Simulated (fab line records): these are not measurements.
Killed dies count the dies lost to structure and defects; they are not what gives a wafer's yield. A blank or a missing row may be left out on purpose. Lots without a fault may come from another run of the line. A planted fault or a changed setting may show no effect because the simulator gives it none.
fab line records -- flow n5-finfet
record: lots: 5, wafers: 15, last-day: 18
route steps=1938 shown BEOL_M11@1580 PASSIVATION@1936
lots that met no fault: taken from a fault-free run of the same line
start-h: the number of hours between the record's first day and the start of the first shown wafer of the lot -- wait-h: hours since the lot's step before -- " the same as in the row above -- L1.1+2: one row covering several wafers at once -- - no value present, or no start provided -- * or withheld: withheld -- < > ~ a bound
route shown NAME@n: names a module that has steps shown in the file, with the first one's number in the route -- usual: the fault-free wafers' mean and standard deviation -- same: alike in all rows -- chamber/n: place in a boat -- sites: the reading at each site -- _std_site: standard deviation across them -- _edge_site: inner sites' mean taken away from outer sites' mean -- radius-mm: for every site, how far away it sits from the centre of the wafer -- mask NAME#n: copy n -- behind: the last tool/chamber to shape the wafer -- hold: cause of the lot's hold/its duration in hours/its outcome -- device: transistor that didn't switch, given as n, p or np -- end of line: at the end of the route, the tests of the same wafers -- a step with no rows: only its recipe -- killed: not the wafer's yield, but the dies lost to structure and defects at the first sort -- map: shows each die of a wafer: x if killed, . if not, _ if none is there
set.NAME: the setting the step ran with; set.NAME@STEP: the setting that earlier step ran with -- model.NAME: the simulator's own value behind a step, which no gauge read
lots at some steps of the route; a table a step, a row a wafer
services: from which hour (start-h, from the record's first day; less than 0 if before it) a tool's chamber was out of use, for how many hours, and why
== steps ==
step: N5_BEOL_M11_STRIP_77
recipe: chemistry: N2/H2, time-s: 10, power-w: 450, temp-c: 40, pressure-mtorr: 20, rf-frequency-hz: 6e+07, bias-power-w: 7, n2-flow-sccm: 200, h2-flow-sccm: 200
usual: drypump-motor-current-A: 5.7/0.48, oes-product-au: 0.79/0.1, rf-vpp-V: 59.1/0.81, showerhead-plenum-p-Torr: 2.50/0.077, temp-c: 39.98/0.11, throttle-valve-pct: 23.56/0.27
same: time-s: 10
lot.wafer,tool,chamber,start-h,wait-h,drypump-motor-current-A,oes-product-au,rf-hours-counter-h,rf-vpp-V,showerhead-plenum-p-Torr,temp-c,throttle-valve-pct
L416.1,rie-diel-04,1,-,-,5.3,0.81,106,60.2,2.45,39.98,23.47
L416.2,rie-diel-04,2,-,-,5.2,0.73,171,60.7,2.52,39.99,23.41
L416.4,rie-diel-04,3,-,-,6.2,0.72,226,59.2,2.50,40.07,23.55
L418.3,rie-diel-03,3,-,-,5.8,0.76,121,58.4,2.57,40.16,23.64
L418.4,rie-diel-03,0,-,-,5.1,0.98,2,58.7,2.48,40.18,23.69
L418.5,rie-diel-03,3,-,-,5.8,0.75,-,58.9,2.57,39.84,23.64
L426.1,rie-diel-03,2,-,-,5.6,0.70,245,58.0,2.48,40.03,23.89
L426.2,rie-diel-03,3,-,-,5.8,0.75,136,58.6,2.56,39.90,23.66
L426.4,rie-diel-03,3,-,-,5.8,0.74,-,58.3,2.56,39.91,23.67
L430.4,rie-diel-02,0,-,-,5.8,0.94,-,59.3,2.61,39.97,24.03
L430.5,rie-diel-02,2,-,-,4.6,0.85,-,59.8,2.58,40.14,23.51
L430.6,rie-diel-02,3,-,-,6.6,0.80,-,60.0,2.44,39.89,23.06
L437.2,rie-diel-04,2,-,-,5.1,0.70,217,60.1,2.50,39.85,23.46
L437.3,rie-diel-04,3,-,-,6.3,0.93,15,59.1,2.48,40.03,23.38
L437.6,rie-diel-04,0,-,-,5.9,0.70,-,58.4,2.33,40.06,23.75
step: N5_BEOL_M11_OCD_MEAS_38
usual: trench-depth-nm: 147.8/2.8
lot.wafer,tool,chamber,start-h,wait-h,trench-depth-nm
L416.1,ocd-02,-,255.18,-,147.2
L416.2,ocd-02,-,255.18,-,145.2
L416.4,ocd-02,-,255.18,-,149.7
L418.3,ocd-01,-,261.88,-,148.1
L418.4,ocd-01,-,261.88,-,152.5
L418.5,ocd-01,-,261.88,-,150.8
L426.1,ocd-01,-,322.90,-,146.4
L426.2,ocd-01,-,322.90,-,149.5
L426.4,ocd-01,-,322.90,-,149.8
L430.4,ocd-01,-,330.74,-,148.3
L430.5,ocd-01,-,330.74,-,151.6
L430.6,ocd-01,-,330.74,-,151.1
L437.2,ocd-01,-,397.81,-,144.4
L437.3,ocd-01,-,397.81,-,146.6
L437.6,ocd-01,-,397.81,-,145.8
step: N5_BEOL_M11_HM_STRIP_39
recipe: chemistry: peroxide-tin-strip, material: TiN, target-depth-a: 250, temp-c: 50, time-s: 158
step: N5_BEOL_M11_SRD_40
recipe: time-s: 30, temp-c: 23, rinse-liquid: diw, dry: ipa-marangoni
step: N5_BEOL_M11_PRECLEAN_42
recipe: chemistry: residue-remover, time-s: 60, temp-c: 40
step: N5_BEOL_M11_SRD_43
recipe: time-s: 30, temp-c: 23, rinse-liquid: diw, dry: ipa-marangoni
step: N5_BEOL_M11_CD_MEAS_35
recipe: target-cd-nm: 70, polarity: opening
usual: cd-nm: 69.9/0.72
lot.wafer,tool,chamber,start-h,wait-h,cd-nm
L416.1,cd-sem-01,-,255.34,0.0,70.1
L416.2,cd-sem-01,-,255.34,0.0,69.7
L416.4,cd-sem-01,-,255.34,0.0,70.1
L418.3,cd-sem-03,-,262.03,0.0,69.8
L418.4,cd-sem-03,-,262.03,0.0,70.6
L418.5,cd-sem-03,-,262.03,0.0,69.3
L426.1,cd-sem-01,-,323.05,0.0,68.5
L426.2,cd-sem-01,-,323.05,0.0,69.3
L426.4,cd-sem-01,-,323.05,0.0,69.3
L430.4,cd-sem-03,-,330.89,0.0,70.2
L430.5,cd-sem-03,-,330.89,0.0,70.3
L430.6,cd-sem-03,-,330.89,0.0,70.9
L437.2,cd-sem-02,-,397.98,0.0,69.2
L437.3,cd-sem-02,-,397.98,0.0,70.5
L437.6,cd-sem-02,-,397.98,0.0,71.1
step: N5_BEOL_M11_CURE_72
recipe: temp-c: 370, time-s: 120, ambient: DMADMS/He, material: SiCOH_lowk
usual: lamp-power-pct: 52.31/0.054, wafer_temp_C_max: 371.6/0.43
same: time-s: 120
lot.wafer,tool,chamber,start-h,wait-h,lamp-power-pct,wafer_temp_C_max
L416.1,uv-cure-02,1,255.38,0.0,52.36,371.2
L416.2,uv-cure-02,1,255.38,0.0,52.20,371.7
L416.4,uv-cure-02,1,255.38,0.0,52.36,371.9
L418.3,uv-cure-02,0,262.17,0.1,52.31,371.4
L418.4,uv-cure-02,0,262.17,0.1,52.40,372.1
L418.5,uv-cure-02,0,262.17,0.1,52.26,371.7
L426.1,uv-cure-02,0,323.09,0.0,52.32,372.0
L426.2,uv-cure-02,0,323.09,0.0,52.31,370.9
L426.4,uv-cure-02,0,323.09,0.0,52.35,372.0
L430.4,uv-cure-03,2,331.40,0.5,52.30,371.8
L430.5,uv-cure-03,2,331.40,0.5,52.40,371.9
L430.6,uv-cure-03,2,331.40,0.5,52.23,371.6
L437.2,uv-cure-02,1,398.21,0.2,52.32,371.7
L437.3,uv-cure-02,1,398.21,0.2,52.29,372.1
L437.6,uv-cure-02,1,398.21,0.2,52.30,372.0
step: N5_BEOL_M11_DEGAS_44
recipe: ambient: vacuum, temp-c: 250, time-s: 60
usual: heater-power-w: 332/26
same: time-s: 60
lot.wafer,tool,chamber,start-h,wait-h,heater-power-w
L416.1,pvd-sputter-01,-,255.87,0.4,313
L416.2,pvd-sputter-01,-,255.87,0.4,320
L416.4,pvd-sputter-01,-,255.87,0.4,327
L418.3,pvd-sputter-03,-,262.60,0.4,315
L418.4,pvd-sputter-03,-,262.60,0.4,309
L418.5,pvd-sputter-03,-,262.60,0.4,309
L426.1,pvd-sputter-03,-,324.77,1.6,375
L426.2,pvd-sputter-03,-,324.77,1.6,307
L426.4,pvd-sputter-03,-,324.77,1.6,318
L430.4,pvd-sputter-01,-,333.29,1.8,321
L430.5,pvd-sputter-01,-,333.29,1.8,313
L430.6,pvd-sputter-01,-,333.29,1.8,353
L437.2,pvd-sputter-02,-,398.61,0.3,324
L437.3,pvd-sputter-02,-,398.61,0.3,380
L437.6,pvd-sputter-02,-,398.61,0.3,343
step: N5_BEOL_M11_PRE_CLEAN_45
recipe: gas: H2/He, time-s: 30, temp-c: 250
step: N5_BEOL_M11_ALD_74
recipe: material: TaN, target-thk-a: 20, temp-c: 275, ald-precursor-family: PDMAT, ald-co-reactant: NH3, pressure-torr: 3, carrier-flow-sccm: 1500, pulse-time-s: 2, purge-time-s: 3, co-reactant-purge-time-s: 2, co-reactant-pulse-time-s: 3, ald-cycles: 40, precursor-vessel-temp-c: 75, precursor-vessel-pressure-torr: 26.25, precursor-vessel-carrier-sccm: 1000
step: N5_BEOL_M11_SURFACE_TREAT_76
recipe: gas: Ar, time-s: *, ion-energy-ev: *, ion-current-ma-cm2: 0.5, pressure-mtorr: *, ar-flow-sccm: 30
usual: throttle-valve-pct: *
same: time-s: *
lot.wafer,tool,chamber,start-h,wait-h,throttle-valve-pct
L416.1,pvd-sputter-01,-,256.27,0.2,*
L416.2,pvd-sputter-01,-,256.27,0.2,*
L416.4,pvd-sputter-01,-,256.27,0.2,*
L418.3,pvd-sputter-03,-,263.10,0.3,*
L418.4,pvd-sputter-03,-,263.10,0.3,*
L418.5,pvd-sputter-03,-,263.10,0.3,*
L426.1,pvd-sputter-02,-,325.15,0.2,*
L426.2,pvd-sputter-02,-,325.15,0.2,*
L426.4,pvd-sputter-02,-,325.15,0.2,*
L430.4,pvd-sputter-02,-,333.70,0.2,*
L430.5,pvd-sputter-02,-,333.70,0.2,*
L430.6,pvd-sputter-02,-,333.70,0.2,*
L437.2,pvd-sputter-01,-,399.71,0.7,*
L437.3,pvd-sputter-01,-,399.71,0.7,*
L437.6,pvd-sputter-01,-,399.71,0.7,*
step: N5_BEOL_M11_CVD_75
recipe: material: Co, target-thk-a: 20, temp-c: withheld, precursor: CCTBA/H2, pressure-torr: 30, time-s: 138.9
usual: run-length-s: 162.1/0.47
lot.wafer,tool,chamber,start-h,wait-h,run-length-s
L416.1,cvd-co-02,1,256.34,0.0,162.9
L416.2,cvd-co-02,2,256.34,0.0,161.7
L416.4,cvd-co-02,2,256.34,0.0,162.1
L418.3,cvd-co-01,1,263.18,0.1,162.8
L418.4,cvd-co-01,0,263.18,0.1,161.2
L418.5,cvd-co-01,1,263.18,0.1,162.0
L426.1,cvd-co-01,2,325.22,0.0,159.9
L426.2,cvd-co-01,0,325.22,0.0,161.7
L426.4,cvd-co-01,0,325.22,0.0,162.2
L430.4,cvd-co-02,0,333.79,0.1,162.2
L430.5,cvd-co-02,1,333.79,0.1,162.7
L430.6,cvd-co-02,2,333.79,0.1,162.1
L437.2,cvd-co-02,1,399.77,0.0,162.9
L437.3,cvd-co-02,2,399.77,0.0,162.3
L437.6,cvd-co-02,1,399.77,0.0,162.1
step: N5_BEOL_M11_SPUTTER_48
recipe: material: Cu, target-thk-a: 120, temp-c: -20, bias-v: 60, power-w: 26000, chamber-pressure-pa: 0.13, time-s: 2
usual: cathode-dc-power-W: 26000/4.5, chamber-pressure-pa: 0.12997/0.00025, throttle-valve-pct: 29.9/0.87
same: time-s: 2
lot.wafer,tool,chamber,start-h,wait-h,cathode-dc-power-W,chamber-pressure-pa,throttle-valve-pct
L416.1,pvd-sputter-02,-,256.49,0.1,26002,0.13036,30.8
L416.2,pvd-sputter-02,-,256.49,0.1,25993,0.12999,29.6
L416.4,pvd-sputter-02,-,256.49,0.1,25999,0.12981,29.3
L418.3,pvd-sputter-03,-,263.30,0.1,26002,0.12976,30.9
L418.4,pvd-sputter-03,-,263.30,0.1,26008,0.12976,30.7
L418.5,pvd-sputter-03,-,263.30,0.1,25999,0.12971,29.9
L426.1,pvd-sputter-03,-,325.37,0.1,26005,0.12941,30.7
L426.2,pvd-sputter-03,-,325.37,0.1,26003,0.13004,30.1
L426.4,pvd-sputter-03,-,325.37,0.1,26013,0.12999,30.9
L430.4,pvd-sputter-02,-,333.92,0.1,26001,0.12971,30.7
L430.5,pvd-sputter-02,-,333.92,0.1,26004,0.13015,28.9
L430.6,pvd-sputter-02,-,333.92,0.1,26002,0.1305,29.5
L437.2,pvd-sputter-01,-,400.01,0.2,26009,0.12968,30.5
L437.3,pvd-sputter-01,-,400.01,0.2,25996,0.1296,29.3
L437.6,pvd-sputter-01,-,400.01,0.2,25998,0.1302,30.5
step: N5_PASSIVATION_PROBE_49
usual: defect-limited-yield: 91.4/1.4, killed_at_M0_to_M3: 33/11, killed_at_M4_up: 13/5.3, killed-at-contacts: 13/6.1, killed-at-front-end: 40/11, killed-at-other: 2.9/2.7, killed-dies: 102/17, killed-open: 68/13, killed-short: 32/7.5, sort_bin_4_leakage: 0.00/0.022, sort_bin_5_function: 5.1/0.98, sort_bin_6_memory: 3.2/0.69, sort_bin_8_speed: 0.1/1.1, sort-n-pass: 1077/21, sort-yield-pct: 91.3/1.7
same: gross-dies: 1180, killed-at-back-side: 0
lot.wafer,tool,chamber,start-h,wait-h,defect-limited-yield[%],killed_at_M0_to_M3,killed_at_M4_up,killed-at-contacts,killed-at-front-end,killed-at-other,killed-dies,killed-open,killed-short,sort_bin_4_leakage[%],sort_bin_5_function[%],sort_bin_6_memory[%],sort_bin_8_speed[%],sort-n-pass,sort-yield-pct[%]
L416.1,prober-01,-,305.52,0.0,92.5,31,13,14,29,1,88,56,32,0,4.2,2.9,0,1092,92.5
L416.2,prober-01,-,305.57,0.1,91.9,32,6,18,31,9,96,66,28,0,4.3,3.6,0,1084,91.9
L416.4,prober-01,-,305.67,0.2,90.8,35,13,19,39,3,109,77,28,0,5.5,2.9,0,1071,90.8
L418.3,prober-02,-,316.87,0.1,92.1,29,10,7,44,3,93,67,23,0,4.7,2.9,0,1087,92.1
L418.4,prober-02,-,316.92,0.2,89.6,45,18,14,44,2,123,79,41,0,7.4,2.6,0,1057,89.6
L418.5,prober-02,-,316.97,0.2,91.7,40,12,10,34,2,98,59,39,0,4.9,3.0,0,1082,91.7
L426.1,prober-02,-,372.33,0.0,91.3,30,15,19,36,3,103,69,34,0,5.0,3.5,0,1077,91.3
L426.2,prober-02,-,372.38,0.1,91.4,34,15,5,45,2,101,69,29,0,4.8,3.5,0,1079,91.4
L426.4,prober-02,-,372.48,0.2,90.8,42,14,4,40,9,109,77,30,0,5.9,2.9,0,1071,90.8
L430.4,prober-02,-,383.46,0.2,90.9,53,10,12,31,1,107,78,29,0,5.2,3.7,0,1073,90.9
L430.5,prober-02,-,383.51,0.2,90.4,34,26,10,43,0,113,82,30,0,6.2,3.2,0.1,1066,90.3
L430.6,prober-02,-,383.56,0.3,93.0,34,7,16,26,0,83,58,23,0,3.5,3.2,0,1097,93.0
killed by level:class
L416.1 MOL_CONTACT_COAG:geometric-particle:open=11 FIN_SAQP:geometric-particle:open=10 BEOL_M3:geometric-particle:open=9 FIN_SAQP:geometric-particle:short=6 BEOL_M1:geometric-particle:open=5 STARTING-WAFER:geometric-particle:short=4 BEOL_M4:geometric-particle:open=4 ILD0:geometric-particle:open=3
L416.2 MOL_CONTACT_COAG:geometric-particle:open=18 BEOL_M3:geometric-particle:open=11 FIN_SAQP:geometric-particle:open=8 MIM_TOP:geometric-particle:short=5 FIN_SAQP:geometric-particle:short=4 STI_FIN_REVEAL:geometric-particle:open=4 BEOL_M0_SAQP:geometric-particle:short=4 BEOL_M0:geometric-particle:open=4
L416.4 FIN_SAQP:geometric-particle:open=20 MOL_CONTACT_COAG:geometric-particle:open=16 BEOL_M1:geometric-particle:open=9 FIN_SAQP:geometric-particle:short=8 BEOL_M2:geometric-particle:open=7 BEOL_M3:geometric-particle:open=5 BEOL_M4:geometric-particle:open=5 BEOL_M0:geometric-particle:short=4
L418.3 STI_FIN_REVEAL:geometric-particle:open=8 BEOL_M0_SAQP:geometric-particle:open=8 BEOL_M3:geometric-particle:open=7 MOL_CONTACT_COAG:geometric-particle:open=6 BEOL_M1:geometric-particle:open=5 GATE_CUT:geometric-particle:short=5 BEOL_M2:geometric-particle:open=5 FIN_SAQP:geometric-particle:open=4
L418.4 MOL_CONTACT_COAG:geometric-particle:open=13 STI_FIN_REVEAL:geometric-particle:open=12 BEOL_M0_SAQP:geometric-particle:open=12 BEOL_M0_SAQP:geometric-particle:short=10 BEOL_M4:geometric-particle:open=8 FIN_SAQP:geometric-particle:open=7 BEOL_M1:geometric-particle:open=6 FIN_SAQP:geometric-particle:short=5
L418.5 BEOL_M0_SAQP:geometric-particle:open=11 BEOL_M0_SAQP:geometric-particle:short=10 FIN_SAQP:geometric-particle:open=8 BEOL_M3:geometric-particle:open=8 MOL_CONTACT_COAG:geometric-particle:open=7 FIN_SAQP:geometric-particle:short=6 STI_FIN_REVEAL:geometric-particle:open=6 BEOL_M1:geometric-particle:open=5
L426.1 MOL_CONTACT_COAG:geometric-particle:open=15 BEOL_M3:geometric-particle:open=11 STI_FIN_REVEAL:geometric-particle:open=10 FIN_SAQP:geometric-particle:short=7 BEOL_M1:geometric-particle:open=7 FIN_SAQP:geometric-particle:open=5 MOL_CONTACT_COAG:geometric-particle:short=4 BEOL_M0_SAQP:geometric-particle:short=4
L426.2 FIN_SAQP:geometric-particle:open=14 BEOL_M3:geometric-particle:open=8 FIN_SAQP:geometric-particle:short=7 STI_FIN_REVEAL:geometric-particle:open=7 BEOL_M0_SAQP:geometric-particle:short=7 BEOL_M0_SAQP:geometric-particle:open=6 BEOL_M1:geometric-particle:open=6 MOL_CONTACT_COAG:geometric-particle:open=4
L426.4 BEOL_M3:geometric-particle:open=15 STI_FIN_REVEAL:geometric-particle:open=10 FIN_SAQP:geometric-particle:open=8 BEOL_M2:geometric-particle:open=8 BEOL_M0_SAQP:geometric-particle:short=7 BEOL_M0_SAQP:geometric-particle:open=6 BEOL_M4:geometric-particle:open=5 STARTING-WAFER:geometric-particle:open=5
L430.4 BEOL_M3:geometric-particle:open=12 MOL_CONTACT_COAG:geometric-particle:open=11 BEOL_M0_SAQP:geometric-particle:open=11 FIN_SAQP:geometric-particle:open=10 FIN_SAQP:geometric-particle:short=9 BEOL_M0:geometric-particle:open=9 BEOL_M1:geometric-particle:open=8 BEOL_M0_SAQP:geometric-particle:short=7
L430.5 STI_FIN_REVEAL:geometric-particle:open=15 BEOL_M4:geometric-particle:open=15 FIN_SAQP:geometric-particle:open=8 BEOL_M1:geometric-particle:open=8 BEOL_M3:geometric-particle:open=8 BEOL_M0_SAQP:geometric-particle:short=7 MOL_CONTACT_COAG:geometric-particle:open=6 FIN_SAQP:geometric-particle:short=5
L430.6 STI_FIN_REVEAL:geometric-particle:open=9 BEOL_M1:geometric-particle:open=8 MOL_CONTACT_COAG:geometric-particle:open=8 BEOL_M0:geometric-particle:open=8 MOL_CONTACT_COAG:geometric-particle:short=6 BEOL_M2:geometric-particle:open=5 FIN_SAQP:geometric-particle:open=4 FIN_SAQP:geometric-particle:short=4
== services ==
tool,chamber,start-h,hours,kind
rie-diel-02,0,238.33,5.8,repair
rie-diel-03,0,241.10,-,clean
rie-diel-03,0,241.10,-,consumable-replace:focus-ring
rie-diel-03,0,241.10,13.3,scheduled-down
rie-diel-03,0,241.10,13.3,vent-cycle
cvd-co-02,0,260.36,15.9,repair
rie-diel-03,1,264.73,-,clean
rie-diel-03,1,264.73,-,consumable-replace:focus-ring
rie-diel-03,1,264.73,16.1,scheduled-down
rie-diel-03,1,264.73,16.1,vent-cycle
uv-cure-02,-,270.32,7.5,pm
rie-diel-03,-,271.55,14.6,pm
uv-cure-02,-,281.91,2.4,repair
cvd-co-01,0,294.26,6.3,repair
rie-diel-03,0,318.78,21.1,repair
rie-diel-04,0,319.25,5.6,repair
uv-cure-02,-,328.53,7.5,pm
cvd-co-01,1,333.33,-,clean
cvd-co-01,1,333.33,22.0,scheduled-down
cvd-co-01,1,333.33,22.0,vent-cycle
rie-diel-04,3,338.66,-,clean
pvd-sputter-02,-,357.48,4.6,repair
uv-cure-02,-,365.69,2.8,pm
cvd-co-01,-,377.33,11.1,repair
== key ==
first-sign: step: N5_BEOL_M11_CVD_75, reading: run-length-s, direction: down, sigmas: 4.7, usual: *, struck: *
effect none on later readings
met-at N5_BEOL_M11_CVD_75
struck-wafers L426.1
onset-between 263.18 325.22
fault: kind: process-parameter-drift, tool: cvd-co-01, chamber: -, onset-h: 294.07, steps: N5_BEOL_M11_CVD_75, channel: time-s, offset: *, shape: step, end-h: 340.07, scope: struck-wafers-only, acts-in: *, stated: *
